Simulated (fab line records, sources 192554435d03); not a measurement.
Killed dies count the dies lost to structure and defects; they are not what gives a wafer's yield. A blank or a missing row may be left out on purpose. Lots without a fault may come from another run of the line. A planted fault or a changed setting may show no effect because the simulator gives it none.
Split-lot trial    flow n5-finfet    route with 1938 steps; 7 lots, 36 wafers read

== THE SPLIT ==
At N5_BEOL_M7_TRENCH_ETCH_37 (etches SiCOH lowk in C4F6/O2, target depth 93.478 nm, time 31.2 s), the setting target-depth-a was moved away from the recipe's 934.78 angstrom on 13 of the 36 wafers read, by +27.3% to +49.7%. This setting was run at the recipe's value on the other wafers.

== FROM THE SPLIT TO THE READING: what the file shows between them, 11 steps ==
- N5_BEOL_M7_ETCH_41: etches SiCN in CH3F/O2, target depth 31.9 nm, time 57.8 s
- N5_BEOL_M7_STRIP_80: strips in N2/H2, time 10 s
- N5_BEOL_M7_OCD_MEAS_38
- N5_BEOL_M7_HM_STRIP_39: strips TiN in peroxide tin strip, target depth 25 nm, time 158 s
- N5_BEOL_M7_SRD_40: time 30 s
- N5_BEOL_M7_ECD_50: material Cu, target thk 300 nm
- N5_BEOL_M7_ANNEAL_51: time 90 s
- N5_BEOL_M7_CMP_52: polishes, stops on SiCOH lowk, t overpolish 6.9 s, target thk 80 nm
- N5_BEOL_M7_THK_MEAS_53: measures by xrf
- N5_BEOL_M7_PRE_CLEAN_55: time 15 s
- N5_BEOL_M7_DEP_56: deposits SiCN from 3MS/NH3, target thk 10 nm, time 17.5 s

== THE READING ==
M7_RS, in ohm/sq, at N5_BEOL_M7_RS_MEAS_57 (measures by four-point-probe). Typical for fault-free wafers on this fab line: 0.289 ohm/sq, with standard deviation 0.0079 ohm/sq.

wafer   tool, chamber at the split  target-depth-a as run, angstrom  against the recipe  M7_RS, ohm/sq  against lot-mates on the recipe
L074.1  rie-diel-01, 1              934.78                           recipe              0.283          -
L074.2  rie-diel-01, 0              934.78                           recipe              0.293          -
L074.3  rie-diel-01, 2              934.78                           recipe              0.293          -
L074.4  rie-diel-01, 3              934.78                           recipe              0.295          -
L074.5  rie-diel-01, 3              934.78                           recipe              0.292          -
L074.6  rie-diel-01, 0              934.78                           recipe              0.301          -
L076.2  rie-diel-03, 2              934.78                           recipe              0.291          -
L076.4  rie-diel-03, 1              934.78                           recipe              0.285          -
L076.5  rie-diel-03, 0              1287                             +37.7%              0.194          -0.094
L081.1  rie-diel-01, 1              1399                             +49.7%              0.170          -0.126
L081.2  rie-diel-01, 2              934.78                           recipe              0.294          -
L081.3  rie-diel-01, 3              934.78                           recipe              0.290          -
L081.4  rie-diel-01, 0              1399                             +49.7%              0.174          -0.122
L081.5  rie-diel-01, 1              1399                             +49.7%              0.171          -0.125
L081.6  rie-diel-01, 2              934.78                           recipe              0.303          -
L086.1  rie-diel-01, 0              934.78                           recipe              0.292          -
L086.2  rie-diel-01, 2              1224                             +30.9%              0.207          -0.085
L086.3  rie-diel-01, 3              1224                             +30.9%              0.204          -0.088
L086.4  rie-diel-01, 1              934.78                           recipe              0.294          -
L086.5  rie-diel-01, 2              1224                             +30.9%              0.210          -0.082
L086.6  rie-diel-01, 3              934.78                           recipe              0.291          -
L087.1  rie-diel-06, 2              934.78                           recipe              0.301          -
L087.2  rie-diel-06, 0              1314                             +40.6%              0.184          -0.107
L087.3  rie-diel-06, 3              1314                             +40.6%              0.194          -0.097
L087.4  rie-diel-06, 1              1314                             +40.6%              0.177          -0.114
L087.5  rie-diel-06, 0              934.78                           recipe              0.289          -
L087.6  rie-diel-06, 1              934.78                           recipe              0.282          -
L089.1  rie-diel-03, 1              934.78                           recipe              0.283          -
L089.4  rie-diel-03, 2              934.78                           recipe              0.283          -
L089.6  rie-diel-03, 1              934.78                           recipe              0.281          -
L092.1  rie-diel-03, 0              934.78                           recipe              0.279          -
L092.2  rie-diel-03, 1              934.78                           recipe              0.285          -
L092.3  rie-diel-03, 3              934.78                           recipe              0.286          -
L092.4  rie-diel-03, 2              1190                             +27.3%              0.203          -0.080
L092.5  rie-diel-03, 3              1190                             +27.3%              0.203          -0.080
L092.6  rie-diel-03, 2              1190                             +27.3%              0.204          -0.079

THE FIT
A straight line over all 36 wafers: M7_RS changes by -0.00256 ohm/sq for each +1% of target-depth-a; r = -0.99; the points scatter about the line by 0.0081 ohm/sq.
The same after taking each lot's own level away (the mean of its wafers on the recipe; 36 wafers): -0.0026 ohm/sq for each +1%; r = -0.99; scatter 0.0056 ohm/sq.
The reading moves by 0.13 ohm/sq for the largest change in target-depth-a, on that fit.
Measured against the standard deviation above, the lots' own levels, which go from 0.2823 to 0.2957 ohm/sq, span 1.7 times it.
The two slopes agree, so the slope changes little with the lot-to-lot level.
Check: -0.13 ohm/sq against its lot-mates is what the line predicts for one of the wafers moved furthest among these (+49.7%) when that wafer is left out of the fit. Against them it came out at -0.126 ohm/sq.

== THE WHOLE CHAIN: every reading that the file lists as answering this split, in the file's order ==
step                       what it does                                                         reading                                                                           change (the file's fit)                 r (the file's)
N5_BEOL_M7_TRENCH_ETCH_37  etches SiCOH lowk in C4F6/O2, target depth 93.478 nm, time 31.2 s    BEOL_M7.feature-depth-nm (the simulator's own value, which no gauge read)         +0.932 nm for each +1% of the setting   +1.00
N5_BEOL_M7_TRENCH_ETCH_37  etches SiCOH lowk in C4F6/O2, target depth 93.478 nm, time 31.2 s    etch.depth-nm (the simulator's own value, which no gauge read)                    +0.932 nm for each +1% of the setting   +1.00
N5_BEOL_M7_TRENCH_ETCH_37  etches SiCOH lowk in C4F6/O2, target depth 93.478 nm, time 31.2 s    TiN_of_BEOL_M7_HM_DEP_02.thk-nm (the simulator's own value, which no gauge read)  -0.0279 nm for each +1% of the setting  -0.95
N5_BEOL_M7_OCD_MEAS_38                                                                          trench-depth-nm                                                                   +0.935 nm for each +1% of the setting   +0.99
N5_BEOL_M7_CMP_52          polishes, stops on SiCOH lowk, t overpolish 6.9 s, target thk 80 nm  Cu_of_BEOL_M7_ECD_50.thk-nm (the simulator's own value, which no gauge read)      +0.928 nm for each +1% of the setting   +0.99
N5_BEOL_M7_THK_MEAS_53     measures by xrf                                                      M7_THK                                                                            +0.933 for each +1% of the setting      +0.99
N5_BEOL_M7_RS_MEAS_57      measures by four-point-probe                                         M7_RS                                                                             -0.00261 for each +1% of the setting    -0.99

== THE FILE'S OWN FIT ==
M7_RS changes by -0.00261 ohm/sq for each +1% of target-depth-a, r = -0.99.
